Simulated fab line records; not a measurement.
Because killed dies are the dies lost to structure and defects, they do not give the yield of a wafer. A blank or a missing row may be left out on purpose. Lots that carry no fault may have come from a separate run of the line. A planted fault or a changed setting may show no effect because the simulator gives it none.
Split-lot trial :: flow n5Finfet :: 21 wafers read from 7 lots, route of 1938 steps

## THE SPLIT
At N5_BEOL_M3_TRENCH_ETCH_37 (etches SiOC in C4F6/O2, target depth 55.555 nm, time 29.2 s), the setting biasW was moved away from the recipe's 185 W on 7 of the 21 wafers read, by -17.4% to +5.1%. This setting was run at the recipe's value on the other wafers.

## FROM THE SPLIT TO THE READING: what the file shows between them, 2 steps
- N5_BEOL_M3_ETCH_41: etches SiCN in CH3F/O2, target depth 29.9 nm, time 52.5 s
- N5_BEOL_M3_STRIP_97: strips in N2/H2, time 10 s

## THE READING
trenchDepthNm, in nm, at N5_BEOL_M3_OCD_MEAS_38. Fault-free wafers of this fab line usually give 55.6 nm, standard deviation 1.1 nm.

wafer: L075.1
tool, chamber at the split: rieDiel-03, 2
biasW as run, W: 152.9
against the recipe: -17.4%
trenchDepthNm, nm: 51.8
against lot-mates on the recipe: -3.6

wafer: L075.4
tool, chamber at the split: rieDiel-03, 0
biasW as run, W: 185
against the recipe: recipe
trenchDepthNm, nm: 55.4
against lot-mates on the recipe: -

wafer: L075.5
tool, chamber at the split: rieDiel-03, 1
biasW as run, W: 152.9
against the recipe: -17.4%
trenchDepthNm, nm: 50.9
against lot-mates on the recipe: -4.5

wafer: L079.4
tool, chamber at the split: rieDiel-02, 1
biasW as run, W: 165.6
against the recipe: -10.5%
trenchDepthNm, nm: 53.4
against lot-mates on the recipe: -1.9

wafer: L079.5
tool, chamber at the split: rieDiel-02, 2
biasW as run, W: 185
against the recipe: recipe
trenchDepthNm, nm: 54.4
against lot-mates on the recipe: -

wafer: L079.6
tool, chamber at the split: rieDiel-02, 1
biasW as run, W: 185
against the recipe: recipe
trenchDepthNm, nm: 56.2
against lot-mates on the recipe: -

wafer: L085.2
tool, chamber at the split: rieDiel-06, 3
biasW as run, W: 185
against the recipe: recipe
trenchDepthNm, nm: 55.9
against lot-mates on the recipe: -

wafer: L085.3
tool, chamber at the split: rieDiel-06, 0
biasW as run, W: 185
against the recipe: recipe
trenchDepthNm, nm: 54.8
against lot-mates on the recipe: -

wafer: L085.6
tool, chamber at the split: rieDiel-06, 1
biasW as run, W: 185
against the recipe: recipe
trenchDepthNm, nm: 56.6
against lot-mates on the recipe: -

wafer: L092.2
tool, chamber at the split: rieDiel-03, 0
biasW as run, W: 185
against the recipe: recipe
trenchDepthNm, nm: 56.4
against lot-mates on the recipe: -

wafer: L092.3
tool, chamber at the split: rieDiel-03, 3
biasW as run, W: 185
against the recipe: recipe
trenchDepthNm, nm: 56.5
against lot-mates on the recipe: -

wafer: L092.4
tool, chamber at the split: rieDiel-03, 1
biasW as run, W: 165
against the recipe: -10.8%
trenchDepthNm, nm: 52.4
against lot-mates on the recipe: -4.1

wafer: L093.4
tool, chamber at the split: rieDiel-03, 0
biasW as run, W: 185
against the recipe: recipe
trenchDepthNm, nm: 57.4
against lot-mates on the recipe: -

wafer: L093.5
tool, chamber at the split: rieDiel-03, 1
biasW as run, W: 194.5
against the recipe: +5.1%
trenchDepthNm, nm: 55.8
against lot-mates on the recipe: -1.6

wafer: L093.6
tool, chamber at the split: rieDiel-03, 0
biasW as run, W: 194.5
against the recipe: +5.1%
trenchDepthNm, nm: 57.7
against lot-mates on the recipe: +0.3

wafer: L095.1
tool, chamber at the split: rieDiel-03, 0
biasW as run, W: 185
against the recipe: recipe
trenchDepthNm, nm: 56.5
against lot-mates on the recipe: -

wafer: L095.4
tool, chamber at the split: rieDiel-03, 3
biasW as run, W: 185
against the recipe: recipe
trenchDepthNm, nm: 57.2
against lot-mates on the recipe: -

wafer: L095.5
tool, chamber at the split: rieDiel-03, 2
biasW as run, W: 185
against the recipe: recipe
trenchDepthNm, nm: 54.3
against lot-mates on the recipe: -

wafer: L097.2
tool, chamber at the split: rieDiel-03, 2
biasW as run, W: 154.2
against the recipe: -16.6%
trenchDepthNm, nm: 51.8
against lot-mates on the recipe: -5.2

wafer: L097.3
tool, chamber at the split: rieDiel-03, 0
biasW as run, W: 185
against the recipe: recipe
trenchDepthNm, nm: 57.0
against lot-mates on the recipe: -

wafer: L097.5
tool, chamber at the split: rieDiel-03, 0
biasW as run, W: 185
against the recipe: recipe
trenchDepthNm, nm: 56.9
against lot-mates on the recipe: -

FIT RESULTS
A straight line over all 21 wafers: trenchDepthNm changes by +0.263 nm for each +1% of biasW; r = +0.89; the points scatter about the line by 0.95 nm.
The same after taking each lot's own level away (the mean of its wafers on the recipe; 21 wafers): +0.228 nm for each +1%; r = +0.85; scatter 1 nm.
The reading moves by 4 nm for the largest change in biasW, on that fit.
Measured against the standard deviation above, the lots' own levels, which go from 55.30 to 57.40 nm, span 1.9 times it.
In other words, the slope is changed by the lot-to-lot level; the two fits disagree.
Check: with one of the wafers moved furthest among these (-17.4%) left out of the fit, the line predicts -4.49 nm for it against its lot-mates. Against them it came out at -3.6 nm.
Tool readings at the split's step, against how far the setting was moved: rfVppV r = +0.98.

## THE WHOLE CHAIN: every reading that the file lists as answering this split, in the file's order
step: N5_BEOL_M3_TRENCH_ETCH_37
what it does: etches SiOC in C4F6/O2, target depth 55.555 nm, time 29.2 s
reading: rfVppV
change (the file's fit): +5.89 V for each +1% of the setting
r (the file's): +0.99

step: N5_BEOL_M3_TRENCH_ETCH_37
what it does: etches SiOC in C4F6/O2, target depth 55.555 nm, time 29.2 s
reading: BEOL_M3.featureDepthNm (the simulator's own value, which no gauge read)
change (the file's fit): +0.252 nm for each +1% of the setting
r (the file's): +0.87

step: N5_BEOL_M3_TRENCH_ETCH_37
what it does: etches SiOC in C4F6/O2, target depth 55.555 nm, time 29.2 s
reading: etch.depthNm (the simulator's own value, which no gauge read)
change (the file's fit): +0.253 nm for each +1% of the setting
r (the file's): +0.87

step: N5_BEOL_M3_OCD_MEAS_38
what it does: 
reading: trenchDepthNm
change (the file's fit): +0.26 nm for each +1% of the setting
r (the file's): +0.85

## THE FILE'S OWN FIT
trenchDepthNm changes by +0.26 nm for each +1% of biasW, r = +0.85.
